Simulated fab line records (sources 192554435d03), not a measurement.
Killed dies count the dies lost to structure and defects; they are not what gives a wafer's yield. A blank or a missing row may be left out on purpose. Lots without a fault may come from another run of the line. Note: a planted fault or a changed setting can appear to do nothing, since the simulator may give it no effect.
Matching of chambers    flow n5_finfet    pecvd-02 running N5_BEOL_M10_DEP_56: 3 sister chambers
The step deposits SiCN from 3MS/NH3, target thk 15 nm, time 26.5 s. 3 wafers are shown with their chamber, then 9 later ones without.

WAFERS, EACH WITH ITS CHAMBER
wafer   chamber  throttle_valve_pct (%)
L083.6  0        8.6
L089.4  1        9.2
L089.6  2        8.9

WAFERS WITH NO CHAMBER GIVEN
wafer   throttle_valve_pct (%)
L092.1  8.7
L092.2  8.5
L092.5  8.4
L094.2  9.1
L094.3  8.5
L094.6  8.9
L096.4  9.1
L096.5  8.5
L096.6  9.0

THE CHAMBER EACH PASSED THROUGH
wafer   from the rows above      in truth
L092.1  can't be placed: 0 or 2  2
L092.2  0                        0
L092.5  0                        0
L094.2  can't be placed: 1 or 2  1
L094.3  0                        0
L094.6  2                        2
L096.4  can't be placed: 1 or 2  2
L096.5  0                        0
L096.6  can't be placed: 2 or 1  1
Correctly placed: 5 of 9. Unplaceable from these rows: 4, with the true chamber sitting among the candidates in 4. Number placed wrongly: 0.
How it was worked out, from the rows above alone: a wafer's distance from a chamber is the root of the sum, over the readings, of the square of ((its reading less the chamber's mean) divided by the reading's scatter). The wafer belongs to the nearest chamber; if the next one is less than 2 further off, it can't be placed. A chamber's mean is the mean of its shown wafers. The scatter: with one shown wafer a chamber, the root of the mean of the squares of how far each hidden wafer lies from its nearest shown one.
